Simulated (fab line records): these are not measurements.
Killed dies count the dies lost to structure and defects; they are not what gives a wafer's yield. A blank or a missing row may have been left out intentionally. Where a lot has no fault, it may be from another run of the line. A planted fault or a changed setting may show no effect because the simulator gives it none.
Which tool was responsible? || flow n5 finfet || 12 lots with 36 wafers sampled at 2 steps, on a route of 1938 steps

## WHAT THE GAUGES SHOWED, per wafer
N5_BEOL_M13_INSPECT_55: inspects for defects (darkfield).
{"lot": "L075", "measured": "day 11 08:17", "on": "defect inspect-02", "raw defect count": "107 108 49"}
{"lot": "L077", "measured": "day 12 04:50", "on": "defect inspect-01", "raw defect count": "61 32 66"}
{"lot": "L078", "measured": "day 12 13:06", "on": "defect inspect-02", "raw defect count": "72 78 79"}
{"lot": "L081", "measured": "day 13 01:44", "on": "defect inspect-02", "raw defect count": "75 30 58"}
{"lot": "L082", "measured": "day 13 07:51", "on": "defect inspect-02", "raw defect count": "59 42 47"}
{"lot": "L085", "measured": "day 13 22:56", "on": "defect inspect-02", "raw defect count": "58 84 77"}
{"lot": "L087", "measured": "day 14 13:12", "on": "defect inspect-02", "raw defect count": "95 77 114"}
{"lot": "L091", "measured": "day 14 22:14", "on": "defect inspect-02", "raw defect count": "48 46 46"}
{"lot": "L090", "measured": "day 15 13:59", "on": "defect inspect-02", "raw defect count": "80 42 62"}
{"lot": "L093", "measured": "day 16 10:55", "on": "defect inspect-02", "raw defect count": "86 48 73"}
{"lot": "L096", "measured": "day 17 05:14", "on": "defect inspect-01", "raw defect count": "65 34 81"}
{"lot": "L097", "measured": "day 17 21:03", "on": "defect inspect-01", "raw defect count": "60 73 57"}

## WHAT TOOL EACH LOT RAN ON (gives the tool, then ch and the chambers of the sampled wafers, and finally the start)
{"lot": "L075", "N5_BEOL_M13_CMP_49": "cmp-04 ch 0,3, day 11 07:50"}
{"lot": "L077", "N5_BEOL_M13_CMP_49": "cmp-01 ch 0,1,3, day 12 04:23"}
{"lot": "L078", "N5_BEOL_M13_CMP_49": "cmp-04 ch 2,3, day 12 12:39"}
{"lot": "L081", "N5_BEOL_M13_CMP_49": "cmp-04 ch 0,1, day 13 01:19"}
{"lot": "L082", "N5_BEOL_M13_CMP_49": "cmp-04 ch 0,2,3, day 13 07:29"}
{"lot": "L085", "N5_BEOL_M13_CMP_49": "cmp-04 ch 0,1,3, day 13 22:34"}
{"lot": "L087", "N5_BEOL_M13_CMP_49": "cmp-01 ch 0,1,2, day 14 12:45"}
{"lot": "L091", "N5_BEOL_M13_CMP_49": "cmp-01 ch 0,3, day 14 21:47"}
{"lot": "L090", "N5_BEOL_M13_CMP_49": "cmp-04 ch 0,2,3, day 15 13:32"}
{"lot": "L093", "N5_BEOL_M13_CMP_49": "cmp-02 ch 0,1,2, day 16 10:31"}
{"lot": "L096", "N5_BEOL_M13_CMP_49": "cmp-02 ch 0,3, day 17 04:47"}
{"lot": "L097", "N5_BEOL_M13_CMP_49": "cmp-01 ch 0,2, day 17 20:36"}
- N5_BEOL_M13_CMP_49: polishes, stops on SiOC, t overpolish 17.1 s, target thk 420 nm.

## THE ANSWER, worked out from the rows above alone
Rule: what is usual is taken from the lots themselves. The widest of any qualifying gaps counts: lots, ordered by their means at a reading, are off when they make up no more than a third of the lots, leave a main group of 4 or more, and stand apart from it by 3 or more times the standard deviation of that group's means. A main group whose means are all the same, to the digits that the tables above print for the reading, isn't used. Also off: a lot with no number at a reading for which 4 or more lots have one. Any other lot the step has rows for is counted as sound.
No lot is off at any reading shown: from this, nothing can be told.

## WHAT THE SIMULATOR HAD PUT IN
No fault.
